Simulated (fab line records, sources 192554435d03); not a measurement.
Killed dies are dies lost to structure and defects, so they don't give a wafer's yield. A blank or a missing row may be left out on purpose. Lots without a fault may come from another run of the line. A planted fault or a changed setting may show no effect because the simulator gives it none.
fab line records | flow n5_finfet
record lots=7 wafers=21
route steps=1938 shown PAD_METAL@1896 PASSIVATION@1897
start_h: hours from the record's first day to the start of the lot's first wafer shown | wait_h: hours since the lot's step before | " the same as in the row above | L1.1+2: a row that stands for several wafers | - no value, or no start given | * or withheld: withheld | < > ~ a bound
route shown NAME@n: a module of which the file shows steps, and the number in the route of the first | usual: mean/standard deviation of fault-free wafers | same: alike in all rows | chamber/n: place in a boat | sites: the reading at each site | _std_site: their standard deviation | _edge_site: outer sites' mean less inner sites' | radius_mm: how far each site lies from the wafer's centre | mask NAME#n: copy n | behind: the tool/chamber that last shaped the wafer | hold: why the lot was held/for how many hours/how that ended | device: the transistor (n, p or np) that didn't switch | end of line: the same wafers' tests at the end of the route | a step without rows: its recipe alone | killed: dies lost to structure and defects at the first sort, not the wafer's yield | map: a wafer's dies, x killed, . not, _ none there
set.NAME: the setting as run; set.NAME@STEP: as run at that earlier step | model.NAME: the simulator's own value behind a step, which no gauge read
lots whose settings were changed on purpose; a table a step, a row a wafer
## steps
# step N5_PASSIVATION_AL_DEP_21
# recipe material=Al target_thk_a=28000 temp_c=400 time_s=170 power_w=30000 chamber_pressure_pa=0.4 gas=Ar
# columns lot.wafer tool chamber start_h wait_h set.time_s model.Al_of_PASSIVATION_AL_DEP_21.thk_nm
L080.1 pvd_sputter-03 - 305.26 0.1 153 2470
L080.5 " - " " 170 2768
L080.6 " - " " 153 2483
L078.3 pvd_sputter-01 - 311.05 0.1 170 2841
L078.4 " - " " 182.8 3036
L078.6 " - " " 170 2849
L085.1 pvd_sputter-03 - 345.95 0.1 170 2795
L085.4 " - " " 170 2820
L085.5 " - " " 170 2812
L086.3 pvd_sputter-02 - 346.11 0.1 170 2774
L086.5 " - " " 183.9 2977
L086.6 " - " " 170 2745
L091.2 pvd_sputter-03 - 381.35 0.1 170 2791
L091.3 " - " " 170 2840
L091.5 " - " " 195.1 3189
L095.3 pvd_sputter-03 - 397.95 0.1 170 2804
L095.4 " - " " 193.9 3184
L095.6 " - " " 170 2780
L094.3 pvd_sputter-01 - 403.67 0.1 170 2774
L094.5 " - " " 170 2759
L094.6 " - " " 170 2750
# step N5_PASSIVATION_HMDS_23
# recipe time_s=60 temp_c=120
# step N5_PASSIVATION_COAT_24
# recipe spin_rpm=3000 resist_thk_nm=withheld
# step N5_PASSIVATION_SRD_72
# recipe dry=ipa_marangoni time_s=30 temp_c=23 rinse_liquid=diw
# step N5_PASSIVATION_ANNEAL_56
# recipe temp_c=400 time_s=1800 ambient=FGA idle_temp_c=300 ramp_up_c_per_min=5 ramp_down_c_per_min=3
# step N5_PASSIVATION_PROBE_49
# usual killed_at_M0_to_M3=37/12 killed_at_M4_up=14/5.3 killed_at_contacts=12/6.2 killed_at_front_end=41/11 killed_at_other=3.7/2.9 killed_dies=107/17 killed_open=71/12 killed_short=34/7.9
# same gross_dies=1180 killed_at_back_side=0
# columns lot.wafer tool chamber start_h wait_h set.time_s@PASSIVATION_DESCUM_12 killed_at_M0_to_M3 killed_at_M4_up killed_at_contacts killed_at_front_end killed_at_other killed_dies killed_open killed_short
L080.1 prober-01 - 310.89 0.0 8.861 43 11 13 1112 1 1180 64 41
L080.5 prober-01 - 311.09 0.2 7.9 40 19 12 1108 1 1180 75 32
L080.6 prober-01 - 311.14 0.3 8.861 22 25 9 1122 2 1180 66 25
L078.3 prober-01 - 317.00 0.1 7.125 34 18 11 1112 5 1180 71 34
L078.4 prober-01 - 317.05 0.2 7.9 18 11 6 1142 3 1180 41 34
L078.6 prober-01 - 317.15 0.3 7.9 46 11 6 1113 4 1180 64 35
L085.1 prober-02 - 352.81 0.0 7.9 52 5 25 49 5 136 82 49
L085.4 prober-02 - 352.96 0.2 7.9 43 17 17 32 2 111 73 37
L085.5 prober-02 - 353.01 0.2 7.9 29 8 7 45 3 92 64 24
L086.3 prober-01 - 353.46 0.1 6.181 49 26 6 1093 6 1180 85 32
L086.5 prober-01 - 353.56 0.2 6.181 38 20 4 1117 1 1180 90 24
L086.6 prober-01 - 353.61 0.3 7.9 26 20 5 1127 2 1180 60 22
L091.2 prober-01 - 387.45 0.1 8.477 37 25 7 55 5 129 86 41
L091.3 prober-01 - 387.50 0.1 8.477 26 15 13 42 4 100 66 28
L091.5 prober-01 - 387.60 0.2 7.9 47 23 19 44 536 669 100 32
L095.3 prober-01 - 403.51 0.1 9.411 43 16 16 23 4 102 63 38
L095.4 prober-01 - 403.56 0.2 7.9 53 10 13 39 2 117 72 42
L095.6 prober-01 - 403.66 0.3 7.9 33 14 6 63 1 117 73 40
L094.3 prober-02 - 409.62 0.1 7.9 23 9 10 51 15 108 76 31
L094.5 prober-02 - 409.72 0.2 8.491 28 18 9 39 7 101 64 35
L094.6 prober-02 - 409.77 0.3 7.9 30 33 19 42 8 132 87 44
# killed by level:class
L080.1 DUMMY_GATE:area_cvd=1075 BEOL_M0_SAQP:geometric_particle:short=15 BEOL_M0_SAQP:geometric_particle:open=12 MOL_CONTACT_COAG:geometric_particle:open=11 FIN_SAQP:geometric_particle:open=9 STI_FIN_REVEAL:geometric_particle:open=9 BEOL_M1:geometric_particle:open=9 STARTING-WAFER:geometric_particle:short=5
L080.5 DUMMY_GATE:area_cvd=1073 BEOL_M0_SAQP:geometric_particle:short=11 FIN_SAQP:geometric_particle:open=9 MOL_CONTACT_COAG:geometric_particle:open=9 BEOL_M2:geometric_particle:open=9 BEOL_M0_SAQP:geometric_particle:open=7 BEOL_M1:geometric_particle:open=7 BEOL_M4:geometric_particle:open=7
L080.6 DUMMY_GATE:area_cvd=1087 BEOL_M4:geometric_particle:open=14 STI_FIN_REVEAL:geometric_particle:open=11 FIN_SAQP:geometric_particle:open=7 MOL_CONTACT_COAG:geometric_particle:open=6 BEOL_M0_SAQP:geometric_particle:open=6 FIN_SAQP:geometric_particle:short=5 BEOL_M0_SAQP:geometric_particle:short=5
L078.3 DUMMY_GATE:area_cvd=1075 BEOL_M2:geometric_particle:open=14 FIN_SAQP:geometric_particle:open=9 STI_FIN_REVEAL:geometric_particle:open=8 MOL_CONTACT_COAG:geometric_particle:open=7 FIN_SAQP:geometric_particle:short=6 ILD0:geometric_particle:short=5 BEOL_M5:geometric_particle:open=5
L078.4 DUMMY_GATE:area_cvd=1105 FIN_SAQP:geometric_particle:short=13 STI_FIN_REVEAL:geometric_particle:open=7 BEOL_M0_SAQP:geometric_particle:short=7 DUMMY_GATE:geometric_particle:open=6 BEOL_M2:geometric_particle:open=5 FIN_SAQP:geometric_particle:open=4 MOL_CONTACT_COAG:geometric_particle:open=4
L078.6 DUMMY_GATE:area_cvd=1081 BEOL_M3:geometric_particle:open=9 STI_FIN_REVEAL:geometric_particle:open=8 BEOL_M0_SAQP:geometric_particle:short=8 DUMMY_GATE:geometric_particle:open=6 BEOL_M0_SAQP:geometric_particle:open=6 BEOL_M1:geometric_particle:open=6 BEOL_M1:geometric_particle:short=6
L085.1 MOL_CONTACT_COAG:geometric_particle:open=20 FIN_SAQP:geometric_particle:short=13 BEOL_M0_SAQP:geometric_particle:open=13 BEOL_M0_SAQP:geometric_particle:short=11 BEOL_M3:geometric_particle:open=11 BEOL_M2:geometric_particle:open=10 GATE_CUT:geometric_particle:short=9 FIN_SAQP:geometric_particle:open=6
L085.4 MOL_CONTACT_COAG:geometric_particle:open=14 BEOL_M0_SAQP:geometric_particle:short=13 BEOL_M2:geometric_particle:open=8 BEOL_M3:geometric_particle:open=8 FIN_SAQP:geometric_particle:open=7 BEOL_M0_SAQP:geometric_particle:open=7 BEOL_M4:geometric_particle:open=6 STARTING-WAFER:geometric_particle:short=5
L085.5 STI_FIN_REVEAL:geometric_particle:open=12 DUMMY_GATE:geometric_particle:open=7 BEOL_M2:geometric_particle:open=7 MOL_CONTACT_COAG:geometric_particle:open=7 BEOL_M0_SAQP:geometric_particle:open=7 BEOL_M0_SAQP:geometric_particle:short=6 GATE_CUT:geometric_particle:short=4 BEOL_M4:geometric_particle:open=4
L086.3 DUMMY_GATE:area_cvd=1062 BEOL_M1:geometric_particle:open=17 BEOL_M4:geometric_particle:open=17 FIN_SAQP:geometric_particle:open=12 BEOL_M2:geometric_particle:open=10 FIN_SAQP:geometric_particle:short=7 BEOL_M0_SAQP:geometric_particle:short=6 MOL_CONTACT_COAG:geometric_particle:open=5
L086.5 DUMMY_GATE:area_cvd=1066 FIN_SAQP:geometric_particle:open=28 BEOL_M1:geometric_particle:open=14 BEOL_M4:geometric_particle:open=13 BEOL_M0_SAQP:geometric_particle:short=5 BEOL_M0:geometric_particle:open=5 BEOL_M2:geometric_particle:open=5 STI_FIN_REVEAL:geometric_particle:open=4
L086.6 DUMMY_GATE:area_cvd=1097 BEOL_M4:geometric_particle:open=14 BEOL_M2:geometric_particle:open=10 FIN_SAQP:geometric_particle:open=9 BEOL_M1:geometric_particle:open=6 STI_FIN_REVEAL:geometric_particle:open=4 MOL_CONTACT_COAG:geometric_particle:open=4 FIN_SAQP:geometric_particle:short=3
L091.2 STI_FIN_REVEAL:geometric_particle:open=22 BEOL_M4:geometric_particle:open=16 BEOL_M3:geometric_particle:open=11 BEOL_M2:geometric_particle:open=9 STI_FIN_REVEAL:geometric_particle:short=7 MOL_CONTACT_COAG:geometric_particle:open=7 BEOL_M0_SAQP:geometric_particle:short=7 FIN_SAQP:geometric_particle:open=6
L091.3 DUMMY_GATE:geometric_particle:open=14 MOL_CONTACT_COAG:geometric_particle:open=9 BEOL_M0_SAQP:geometric_particle:short=8 BEOL_M2:geometric_particle:open=8 BEOL_M0_SAQP:geometric_particle:open=7 FIN_SAQP:geometric_particle:short=6 STI_FIN_REVEAL:geometric_particle:open=6 BEOL_M6:geometric_particle:open=5
L091.5 PASSIVATION:area_etch=534 MOL_CONTACT_COAG:geometric_particle:open=17 BEOL_M3:geometric_particle:open=17 BEOL_M4:geometric_particle:open=11 BEOL_M0_SAQP:geometric_particle:open=10 STI_FIN_REVEAL:geometric_particle:open=9 FIN_SAQP:geometric_particle:open=8 ILD0:geometric_particle:short=6
L095.3 MOL_CONTACT_COAG:geometric_particle:open=12 BEOL_M4:geometric_particle:open=9 BEOL_M1:geometric_particle:open=8 BEOL_M0_SAQP:geometric_particle:short=8 BEOL_M2:geometric_particle:open=7 BEOL_M0_SAQP:geometric_particle:open=6 BEOL_M3:geometric_particle:short=6 FIN_SAQP:geometric_particle:short=5
L095.4 BEOL_M0_SAQP:geometric_particle:open=16 BEOL_M1:geometric_particle:open=12 FIN_SAQP:geometric_particle:open=11 MOL_CONTACT_COAG:geometric_particle:open=11 BEOL_M3:geometric_particle:short=8 BEOL_M0_SAQP:geometric_particle:short=7 FIN_SAQP:geometric_particle:short=6 BEOL_M1:geometric_particle:short=6
L095.6 FIN_SAQP:geometric_particle:open=20 FIN_SAQP:geometric_particle:short=14 BEOL_M3:geometric_particle:open=8 GATE_CUT:geometric_particle:short=7 STI_FIN_REVEAL:geometric_particle:open=6 GATE_CUT:geometric_particle:open=6 BEOL_M0:geometric_particle:open=6 BEOL_M1:geometric_particle:open=6
L094.3 STI_FIN_REVEAL:geometric_particle:open=16 FIN_SAQP:geometric_particle:open=14 FIN_SAQP:geometric_particle:short=9 BEOL_M2:geometric_particle:open=9 MOL_CONTACT_COAG:geometric_particle:open=8 PASS1_CAP:geometric_particle:open=5 BEOL_M5:geometric_particle:open=4 BEOL_M1:geometric_particle:open=3
L094.5 FIN_SAQP:geometric_particle:open=10 MOL_CONTACT_COAG:geometric_particle:open=9 BEOL_M0_SAQP:geometric_particle:open=7 BEOL_M3:geometric_particle:open=7 BEOL_M2:geometric_particle:short=6 BEOL_M4:geometric_particle:open=6 FIN_SAQP:geometric_particle:short=5 STI_FIN_REVEAL:geometric_particle:open=5
L094.6 MOL_CONTACT_COAG:geometric_particle:open=15 FIN_SAQP:geometric_particle:open=14 BEOL_M4:geometric_particle:open=12 FIN_SAQP:geometric_particle:short=9 BEOL_M0_SAQP:geometric_particle:open=9 BEOL_M0_SAQP:geometric_particle:short=8 BEOL_M5:geometric_particle:open=8 GATE_CUT:geometric_particle:short=6
## key
split step=N5_PASSIVATION_AL_DEP_21 setting=time_s stated=170 by=wafer
response step=N5_PASSIVATION_AL_DEP_21 reading=model.Al_of_PASSIVATION_AL_DEP_21.thk_nm change=+26.9 per=1% r=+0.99
split outside_this_file step=N5_PASSIVATION_DESCUM_12 setting=time_s
# split outside_this_file: this setting was split too, and the file shows its column; the key of that split is in another file
